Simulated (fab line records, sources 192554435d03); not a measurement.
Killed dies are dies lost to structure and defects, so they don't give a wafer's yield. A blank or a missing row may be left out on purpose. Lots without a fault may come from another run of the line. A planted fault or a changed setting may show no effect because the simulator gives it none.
fab line records | flow n5_finfet | part 1 of 2: steps 1 to 18 of 27
record lots=5 wafers=15 last_day=19
route steps=1938 shown FIN_CUT@158 STI_FIN_REVEAL@183
lots that met no fault: from a run of the same line without faults
start_h: hours from the record's first day to the start of the lot's first wafer shown | wait_h: hours since the lot's step before | " the same as in the row above | L1.1+2: a row that stands for several wafers | - no value, or no start given | * or withheld: withheld | < > ~ a bound
route shown NAME@n: a module of which the file shows steps, and the number in the route of the first | usual: mean/standard deviation of fault-free wafers | same: alike in all rows | chamber/n: place in a boat | sites: the reading at each site | _std_site: their standard deviation | _edge_site: outer sites' mean less inner sites' | radius_mm: how far each site lies from the wafer's centre | mask NAME#n: copy n | behind: the tool/chamber that last shaped the wafer | hold: why the lot was held/for how many hours/how that ended | device: the transistor (n, p or np) that didn't switch | end of line: the same wafers' tests at the end of the route | a step without rows: its recipe alone | killed: dies lost to structure and defects at the first sort, not the wafer's yield | map: a wafer's dies, x killed, . not, _ none there
set.NAME: the setting as run; set.NAME@STEP: as run at that earlier step | model.NAME: the simulator's own value behind a step, which no gauge read
lots at some steps of the route; a table a step, a row a wafer
services: from which hour (start_h, from the record's first day; less than 0 if before it) a tool's chamber was out of use, for how many hours, and why
## steps
# step N5_FIN_CUT_EBR_04
# recipe solvent=PGMEA ebr_width_mm=1.5
# columns lot.wafer tool chamber start_h wait_h
L077.2+3+6 litho_track-01 0 - -
L080.2+3+4 litho_track-02 0 - -
L086.1+3+5 litho_track-01 0 - -
L090.1+3+5 litho_track-02 0 - -
L096.1+3+5 litho_track-01 0 - -
# step N5_FIN_CUT_SOFTBAKE_03
# recipe temp_c=110 time_s=60 resist=CAR-EUV
# same time_s=60
# columns lot.wafer tool chamber start_h wait_h
L077.2+3+6 litho_track-01 0 - -
L080.2+3+4 litho_track-02 0 - -
L086.1+3+5 litho_track-01 0 - -
L090.1+3+5 litho_track-02 0 - -
L096.1+3+5 litho_track-01 0 - -
# step N5_FIN_CUT_EXPOSE_05
# recipe mask_id=FIN_CUT na=0.33 source_shape=annular sigma_inner=0.35 sigma_outer=0.8 polarization=unpolarized dose_mj=45.75
# usual exposure_dose_mJ_cm2=45.77/0.073
# same sigma_inner=0.35
# columns lot.wafer tool chamber start_h wait_h mask exposure_dose_mJ_cm2
L077.2 euv_scanner-01 0 45.72 - FIN_CUT#0 45.70
L077.3 " 0 " " FIN_CUT#0 45.73
L077.6 " 0 " " FIN_CUT#0 45.78
L080.2 euv_scanner-02 0 64.25 - FIN_CUT#0 45.88
L080.3 " 0 " " FIN_CUT#0 45.82
L080.4 " 0 " " FIN_CUT#0 45.75
L086.1 euv_scanner-02 0 100.90 - FIN_CUT#0 45.79
L086.3 " 0 " " FIN_CUT#0 45.85
L086.5 " 0 " " FIN_CUT#0 45.82
L090.1 euv_scanner-02 0 122.46 - FIN_CUT#0 45.76
L090.3 " 0 " " FIN_CUT#0 45.75
L090.5 " 0 " " FIN_CUT#0 45.74
L096.1 euv_scanner-02 0 158.65 - FIN_CUT#0 45.86
L096.3 " 0 " " FIN_CUT#0 45.92
L096.5 " 0 " " FIN_CUT#0 45.82
# step N5_FIN_CUT_PEB_06
# recipe peb_temp_c=100 peb_time_s=60 resist=CAR-EUV
# columns lot.wafer tool chamber start_h wait_h
L077.2+3+6 litho_track-01 0 45.78 0.1
L080.2+3+4 litho_track-04 0 64.32 0.1
L086.1+3+5 litho_track-04 0 100.97 0.1
L090.1+3+5 litho_track-01 0 122.53 0.1
L096.1+3+5 litho_track-01 0 158.72 0.1
# step N5_FIN_CUT_DEVELOP_07
# recipe develop_time_s=30 developer=TMAH resist=CAR-EUV rinse_liquid=surfactant_rinse dry=air_spin dev_temp_c=23
# columns lot.wafer tool chamber start_h wait_h
L077.2+3+6 litho_track-01 0 - -
L080.2+3+4 litho_track-04 0 - -
L086.1+3+5 litho_track-04 0 - -
L090.1+3+5 litho_track-01 0 - -
L096.1+3+5 litho_track-01 0 - -
# step N5_FIN_CUT_CD_MEAS_08
# recipe target_cd_nm=29.1 landing_energy_ev=500 detector=se_inlens polarity=opening
# usual cd_nm=29.07/0.22
# same landing_energy_ev=500
# columns lot.wafer tool chamber start_h wait_h cd_nm
L077.2 cd_sem-01 0 45.84 - 29.12
L077.3 " 0 " " 29.36
L077.6 " 0 " " 28.87
L080.2 cd_sem-02 0 64.38 - 29.19
L080.3 " 0 " " 29.19
L080.4 " 0 " " 29.28
L086.1 cd_sem-01 0 101.04 - 29.29
L086.3 " 0 " " 28.83
L086.5 " 0 " " 29.12
L090.1 cd_sem-03 0 122.60 - 29.11
L090.3 " 0 " " 28.70
L090.5 " 0 " " 28.86
L096.1 cd_sem-01 0 158.79 - 29.29
L096.3 " 0 " " 28.83
L096.5 " 0 " " 29.28
# step N5_FIN_CUT_OVL_MEAS_09
# recipe points_per_wafer=522
# usual FIN_CUT_OVL=0.1/0.7
# columns lot.wafer tool chamber start_h wait_h FIN_CUT_OVL[nm]
L077.2 overlay-01 0 45.88 0.0 -0.2
L077.3 " 0 " " -0.2
L077.6 " 0 " " 0.5
L080.2 overlay-02 0 64.42 0.0 0.3
L080.3 " 0 " " 0.9
L080.4 " 0 " " -0.3
L086.1 overlay-01 0 101.07 0.0 0.6
L086.3 " 0 " " 0.2
L086.5 " 0 " " 0.5
L090.1 overlay-01 0 122.63 0.0 -0.3
L090.3 " 0 " " -0.3
L090.5 " 0 " " -0.9
L096.1 overlay-02 0 158.82 0.0 -2.0
L096.3 " 0 " " 0.2
L096.5 " 0 " " -0.4
# step N5_FIN_CUT_INSPECT_10
# recipe mode=adi inspect_instrument=brightfield
# usual raw_defect_count=44/13
# columns lot.wafer tool chamber start_h wait_h raw_defect_count
L077.2 defect_inspect-02 - 45.94 0.1 42
L077.3 " - " " 25
L077.6 " - " " 24
L080.2 defect_inspect-02 - 64.47 0.0 31
L080.3 " - " " 34
L080.4 " - " " 44
L086.1 defect_inspect-01 - 101.13 0.1 38
L086.3 " - " " 42
L086.5 " - " " 32
L090.1 defect_inspect-02 - 122.69 0.1 36
L090.3 " - " " 40
L090.5 " - " " 39
L096.1 defect_inspect-02 - 158.87 0.1 29
L096.3 " - " " 39
L096.5 " - " " 38
# step N5_FIN_CUT_DESCUM_13
# recipe chemistry=O2 time_s=7 source_power_w=50 bias_power_w=20 pressure_mtorr=20 rf_frequency_hz=2.712e+07 temp_c=40 resist=CAR-EUV o2_flow_sccm=225
# usual drypump_motor_current_A=5.6/0.44 oes_product_au=0.77/0.095 rf_vpp_V=243.4/1.6 showerhead_plenum_p_Torr=2.10/0.078 throttle_valve_pct=20.43/0.23
# same time_s=7
# columns lot.wafer tool chamber start_h wait_h drypump_motor_current_A oes_product_au rf_hours_counter_h rf_vpp_V showerhead_plenum_p_Torr throttle_valve_pct
L077.2 rie_diel-02 3 45.98 0.0 6.2 0.91 35 244.3 2.14 20.03
L077.3 " 0 " " 5.6 0.70 227 246.4 2.16 20.88
L077.6 " 2 " " 5.4 0.69 - 244.0 2.16 20.57
L080.2 rie_diel-04 1 64.60 0.1 5.5 0.81 101 244.9 2.10 20.26
L080.3 " 0 " " 5.1 0.90 19 242.5 2.04 20.40
L080.4 " 2 " " 5.9 0.71 185 243.9 2.17 20.31
L086.1 rie_diel-01 0 101.27 0.1 6.1 0.76 146 243.5 2.18 20.47
L086.3 " 2 " " 6.0 0.70 229 241.1 1.98 20.33
L086.5 " 0 " " 6.1 0.76 - 244.6 2.18 20.49
L090.1 rie_diel-01 3 122.72 0.0 5.4 0.74 168 243.1 2.18 20.66
L090.3 " 0 " " 6.1 0.76 154 245.9 2.18 20.48
L090.5 " 3 " " 5.4 0.75 - 244.1 2.18 20.65
L096.1 rie_diel-01 2 159.09 0.2 6.0 0.69 248 240.6 1.97 20.35
L096.3 " 0 " " 6.1 0.75 164 244.5 2.18 20.51
L096.5 " 1 " " 5.8 0.96 - 245.2 2.23 20.48
# step N5_FIN_CUT_ETCH_30
# recipe chemistry=N2/H2 target=underlayer target_depth_a=130 mask_material=CAR-EUV time_s=10.4 ion_energy_ev=200 pressure_mtorr=30 source_w=840 bias_w=150 n2_flow_sccm=200 h2_flow_sccm=200 ends=cleared
# usual drypump_motor_current_A=5.7/0.44 etch_rf_on_time_s=10.44/0.19 oes_product_au=0.66/0.08 rf_vpp_V=524.3/2.7 showerhead_plenum_p_Torr=2.56/0.092 throttle_valve_pct=17.87/0.25
# columns lot.wafer tool chamber start_h wait_h drypump_motor_current_A etch_rf_on_time_s oes_product_au rf_hours_counter_h rf_vpp_V showerhead_plenum_p_Torr throttle_valve_pct
L077.2 rie_diel-02 3 46.01 0.0 6.2 10.12 0.78 35 522.2 2.59 17.34
L077.3 " 0 " " 5.6 10.59 0.60 227 524.6 2.62 18.26
L077.6 " 2 " " 5.4 10.33 0.59 - 526.8 2.62 18.01
L080.2 rie_diel-04 1 64.64 0.0 5.5 10.32 0.68 101 524.4 2.58 17.89
L080.3 " 0 " " 5.1 10.48 0.77 19 521.9 2.49 17.86
L080.4 " 2 " " 6.0 10.43 0.61 185 526.4 2.63 17.75
L086.1 rie_diel-01 0 101.30 0.0 6.1 10.60 0.65 146 525.4 2.65 17.92
L086.3 " 2 " " 6.0 10.79 0.59 229 520.8 2.41 17.78
L086.5 " 0 " " 6.1 10.73 0.63 - 528.1 2.65 17.90
L090.1 rie_diel-01 3 122.76 0.0 5.4 10.56 0.63 168 526.5 2.65 18.16
L090.3 " 0 " " 6.1 10.50 0.64 154 527.0 2.65 17.90
L090.5 " 3 " " 5.4 10.58 0.64 - 527.5 2.65 18.15
L096.1 rie_diel-01 2 159.12 0.0 6.0 10.72 0.57 248 519.1 2.40 17.82
L096.3 " 0 " " 6.1 10.61 0.64 164 528.7 2.64 17.93
L096.5 " 1 " " 5.8 10.28 0.83 - 529.4 2.71 17.89
# step N5_FIN_CUT_ETCH_20
# recipe chemistry=CF4 target=SiARC target_depth_a=260 mask_material=CAR-EUV time_s=43.3 ion_energy_ev=80 pressure_mtorr=40 source_w=545 bias_w=36 Ar_flow_sccm=100 cf4_flow_sccm=100 ends=cleared
# usual drypump_motor_current_A=5.6/0.44 etch_rf_on_time_s=43.5/0.72 oes_product_au=0.66/0.08 rf_vpp_V=184.1/1.2 showerhead_plenum_p_Torr=2.15/0.073 throttle_valve_pct=15.61/0.25
# columns lot.wafer tool chamber start_h wait_h drypump_motor_current_A etch_rf_on_time_s oes_product_au rf_hours_counter_h rf_vpp_V showerhead_plenum_p_Torr throttle_valve_pct
L077.2 rie_diel-02 3 46.03 0.0 6.1 42.9 0.77 35 184.2 2.17 15.12
L077.3 " 0 " " 5.6 44.6 0.60 227 183.9 2.20 16.05
L077.6 " 2 " " 5.4 43.3 0.59 - 186.1 2.20 15.76
L080.2 rie_diel-04 1 64.66 0.0 5.5 42.6 0.69 101 185.7 2.16 15.44
L080.3 " 0 " " 5.1 43.1 0.78 19 183.8 2.10 15.57
L080.4 " 2 " " 5.9 43.7 0.61 185 185.6 2.21 15.52
L086.1 rie_diel-01 0 101.32 0.0 6.1 43.9 0.66 146 184.1 2.23 15.63
L086.3 " 2 " " 6.0 44.9 0.59 229 183.1 2.03 15.56
L086.5 " 0 " " 6.1 44.1 0.65 - 185.3 2.23 15.62
L090.1 rie_diel-01 3 122.78 0.0 5.4 43.6 0.64 168 185.4 2.22 15.79
L090.3 " 0 " " 6.1 43.2 0.65 154 185.3 2.22 15.64
L090.5 " 3 " " 5.4 43.3 0.64 - 183.8 2.22 15.80
L096.1 rie_diel-01 2 159.14 0.0 6.0 44.0 0.58 248 182.5 2.02 15.59
L096.3 " 0 " " 6.1 44.4 0.63 164 183.7 2.22 15.66
L096.5 " 1 " " 5.8 43.0 0.82 - 185.0 2.27 15.56
# step N5_FIN_CUT_ETCH_21
# recipe chemistry=N2/H2 target=SOC target_depth_a=2190 overetch_a=438 mask_material=SiARC temp_c=40 ion_energy_ev=100 bias_w=61 time_s=523.5 pressure_mtorr=30 source_w=850 n2_flow_sccm=200 h2_flow_sccm=200
# usual drypump_motor_current_A=5.7/0.44 oes_product_au=0.71/0.082 rf_vpp_V=241.0/1.4 showerhead_plenum_p_Torr=2.56/0.092 throttle_valve_pct=17.82/0.25
# same time_s=523.5
# columns lot.wafer tool chamber start_h wait_h drypump_motor_current_A oes_product_au rf_hours_counter_h rf_vpp_V showerhead_plenum_p_Torr throttle_valve_pct
L077.2 rie_diel-02 3 46.07 0.0 6.1 0.83 35 242.4 2.59 17.30
L077.3 " 0 " " 5.6 0.65 227 241.6 2.62 18.21
L077.6 " 2 " " 5.4 0.64 - 241.7 2.62 17.97
L080.2 rie_diel-04 1 64.70 0.0 5.5 0.72 101 239.4 2.58 17.82
L080.3 " 0 " " 5.1 0.83 19 241.8 2.49 17.82
L080.4 " 2 " " 6.0 0.66 185 241.9 2.63 17.72
L086.1 rie_diel-01 0 101.36 0.0 6.1 0.71 146 242.7 2.65 17.86
L086.3 " 2 " " 6.1 0.64 229 238.1 2.41 17.76
L086.5 " 0 " " 6.1 0.71 - 240.9 2.65 17.84
L090.1 rie_diel-01 3 122.81 0.0 5.4 0.69 168 242.2 2.65 18.10
L090.3 " 0 " " 6.1 0.70 154 241.2 2.65 17.86
L090.5 " 3 " " 5.4 0.69 - 243.1 2.65 18.12
L096.1 rie_diel-01 2 159.18 0.0 6.0 0.64 248 238.3 2.40 17.76
L096.3 " 0 " " 6.1 0.69 165 243.0 2.64 17.89
L096.5 " 1 " " 5.8 0.88 - 243.8 2.71 17.84
# step N5_FIN_CUT_STRIP_23
# recipe chemistry=N2/H2 temp_c=40 n2_flow_sccm=200 h2_flow_sccm=200 rf_frequency_hz=6e+07
# columns lot.wafer tool chamber start_h wait_h
L077.2+3+6 rie_diel-02 3,0,2 46.37 0.2
L080.2+3+4 rie_diel-04 1,0,2 65.00 0.2
L086.1+3+5 rie_diel-01 0,2,0 101.67 0.2
L090.1+3+5 rie_diel-01 3,0,3 123.12 0.2
L096.1+3+5 rie_diel-01 2,0,1 159.48 0.2
# step N5_FIN_CUT_STRIP_31
# recipe chemistry=N2/H2 temp_c=40 n2_flow_sccm=200 h2_flow_sccm=200 rf_frequency_hz=6e+07
# columns lot.wafer tool chamber start_h wait_h
L077.2+3+6 rie_diel-02 3,0,2 46.38 0.0
L080.2+3+4 rie_diel-04 1,0,2 65.01 0.0
L086.1+3+5 rie_diel-01 0,2,0 101.68 0.0
L090.1+3+5 rie_diel-01 3,0,3 123.13 0.0
L096.1+3+5 rie_diel-01 2,0,1 159.49 0.0
# step N5_FIN_CUT_STRIP_24
# recipe chemistry=CF4 resist=SiARC power_w=300 bias_power_w=75 pressure_mtorr=50 cf4_flow_sccm=150 rf_frequency_hz=6e+07
# usual drypump_motor_current_A=5.6/0.44 oes_product_au=0.76/0.088 rf_vpp_V=271.4/1.6 showerhead_plenum_p_Torr=1.80/0.059 throttle_valve_pct=13.59/0.26
# columns lot.wafer tool chamber start_h wait_h drypump_motor_current_A oes_product_au rf_hours_counter_h rf_vpp_V showerhead_plenum_p_Torr throttle_valve_pct
L077.2 rie_diel-02 3 46.39 0.0 6.1 0.89 35 272.6 1.82 13.08
L077.3 " 0 " " 5.6 0.70 228 271.5 1.84 14.06
L077.6 " 2 " " 5.4 0.68 - 271.2 1.84 13.77
L080.2 rie_diel-04 1 65.02 0.0 5.5 0.79 101 270.4 1.80 13.39
L080.3 " 0 " " 5.1 0.89 19 272.5 1.76 13.50
L080.4 " 2 " " 5.9 0.71 185 273.8 1.85 13.52
L086.1 rie_diel-01 0 101.69 0.0 6.1 0.75 146 272.8 1.86 13.58
L086.3 " 2 " " 6.0 0.69 229 269.5 1.71 13.59
L086.5 " 0 " " 6.1 0.76 - 273.4 1.86 13.58
L090.1 rie_diel-01 3 123.14 0.0 5.4 0.74 168 272.9 1.86 13.80
L090.3 " 0 " " 6.1 0.75 154 272.5 1.86 13.60
L090.5 " 3 " " 5.4 0.74 - 272.6 1.86 13.79
L096.1 rie_diel-01 2 159.50 0.0 6.0 0.68 248 269.4 1.70 13.64
L096.3 " 0 " " 6.1 0.74 165 271.8 1.85 13.62
L096.5 " 1 " " 5.8 0.95 - 273.5 1.90 13.49
# step N5_FIN_CUT_CUT_ETCH_26
# recipe chemistry=CH3F/O2 target=SiNx target_depth_a=390 mask_material=SOC time_s=55.7 pressure_mtorr=30 source_w=395 bias_w=73 Ar_flow_sccm=150 CH3F_flow_sccm=30 O2_flow_sccm=20 ion_energy_ev=120
# usual drypump_motor_current_A=5.7/0.44 oes_ar_750_au=0.77/0.088 oes_o_777_au=0.77/0.088 oes_product_au=0.77/0.093 rf_vpp_V=297.5/2.9 showerhead_plenum_p_Torr=2.01/0.073 throttle_valve_pct=16.36/0.24
# same time_s=55.7
# columns lot.wafer tool chamber start_h wait_h drypump_motor_current_A oes_ar_750_au oes_o_777_au oes_product_au rf_hours_counter_h rf_vpp_V showerhead_plenum_p_Torr throttle_valve_pct
L077.2 rie_diel-02 3 46.41 0.0 6.2 0.90 0.92 0.90 35 298.5 2.04 15.89
L077.3 " 0 " " 5.6 0.71 0.70 0.70 228 299.6 2.06 16.83
L077.6 " 2 " " 5.4 0.70 0.70 0.68 - 292.8 2.06 16.50
L080.2 rie_diel-04 1 65.04 0.0 5.5 0.80 0.79 0.80 101 299.4 2.02 16.25
L080.3 " 0 " " 5.1 0.89 0.89 0.91 19 294.8 1.96 16.31
L080.4 " 2 " " 6.0 0.72 0.72 0.72 185 301.7 2.07 16.28
L086.1 rie_diel-01 0 101.71 0.0 6.1 0.76 0.76 0.76 146 297.6 2.09 16.40
L086.3 " 2 " " 6.0 0.69 0.69 0.68 229 293.3 1.89 16.27
L086.5 " 0 " " 6.1 0.77 0.76 0.76 - 297.4 2.09 16.40
L090.1 rie_diel-01 3 123.16 0.0 5.4 0.75 0.75 0.74 168 300.8 2.07 16.53
L090.3 " 0 " " 6.1 0.76 0.76 0.76 154 297.5 2.09 16.46
L090.5 " 3 " " 5.4 0.74 0.75 0.75 - 301.8 2.07 16.55
L096.1 rie_diel-01 2 159.52 0.0 6.0 0.68 0.68 0.68 248 293.8 1.88 16.31
L096.3 " 0 " " 6.1 0.75 0.75 0.75 165 296.9 2.08 16.45
L096.5 " 1 " " 5.8 0.96 0.96 0.96 - 296.1 2.13 16.33
# step N5_FIN_CUT_CUT_ETCH_27
# recipe chemistry=CHF3/O2 target=SiO2 target_depth_a=40 mask_material=SOC overetch_a=20 time_s=4.9 pressure_mtorr=30 source_w=650 bias_w=170 Ar_flow_sccm=200 CHF3_flow_sccm=50 O2_flow_sccm=5 ion_energy_ev=200
# usual drypump_motor_current_A=5.7/0.44 oes_ar_750_au=0.77/0.089 oes_o_777_au=0.77/0.088 oes_product_au=0.61/0.07 rf_vpp_V=524/5.1 showerhead_plenum_p_Torr=2.42/0.084 throttle_valve_pct=18.83/0.24
# same time_s=4.9
# columns lot.wafer tool chamber start_h wait_h drypump_motor_current_A oes_ar_750_au oes_o_777_au oes_product_au rf_hours_counter_h rf_vpp_V showerhead_plenum_p_Torr throttle_valve_pct
L077.2 rie_diel-02 3 46.46 0.0 6.1 0.90 0.91 0.71 35 529 2.45 18.33
L077.3 " 0 " " 5.6 0.71 0.70 0.56 228 529 2.48 19.31
L077.6 " 2 " " 5.4 0.70 0.70 0.55 - 516 2.47 18.94
L080.2 rie_diel-04 1 65.08 0.0 5.5 0.80 0.79 0.63 101 525 2.44 18.71
L080.3 " 0 " " 5.1 0.90 0.88 0.71 19 521 2.36 18.85
L080.4 " 2 " " 5.9 0.72 0.71 0.57 185 531 2.50 18.70
L086.1 rie_diel-01 0 101.75 0.0 6.1 0.76 0.77 0.61 146 523 2.51 18.89
L086.3 " 2 " " 6.0 0.69 0.70 0.55 229 518 2.28 18.71
L086.5 " 0 " " 6.1 0.77 0.77 0.61 - 523 2.51 18.89
L090.1 rie_diel-01 3 123.20 0.0 5.4 0.74 0.74 0.59 168 531 2.49 19.00
L090.3 " 0 " " 6.1 0.76 0.76 0.60 154 523 2.51 18.91
L090.5 " 3 " " 5.4 0.74 0.74 0.59 - 530 2.49 19.02
L096.1 rie_diel-01 2 159.57 0.0 6.0 0.68 0.68 0.54 248 518 2.27 18.74
L096.3 " 0 " " 6.1 0.75 0.75 0.60 165 524 2.51 18.92
L096.5 " 1 " " 5.8 0.96 0.96 0.76 - 523 2.56 18.86
# step N5_FIN_CUT_PRECLEAN_35
# recipe time_s=13.3 temp_c=45 pressure_torr=125 p_hf_torr=3 p_coreactant_torr=25 chemistry=vHF
# usual drypump_motor_current_A=5.79/0.19
# same time_s=13.3
# columns lot.wafer tool chamber start_h wait_h drypump_motor_current_A
L077.2 vapor_etch-01 0 46.53 0.0 5.91
L077.3 " 0 " " 5.96
L077.6 " 1 " " 5.53
L080.2 vapor_etch-01 1 66.09 1.0 5.51
L080.3 " 1 " " 5.54
L080.4 " 0 " " 5.88
L086.1 vapor_etch-01 0 101.82 0.0 5.94
L086.3 " 0 " " 5.92
L086.5 " 1 " " 5.53
L090.1 vapor_etch-01 1 123.28 0.1 5.51
L090.3 " 0 " " 5.93
L090.5 " 0 " " 5.91
L096.1 vapor_etch-02 1 159.64 0.0 5.92
L096.3 " 0 " " 5.89
L096.5 " 0 " " 5.87
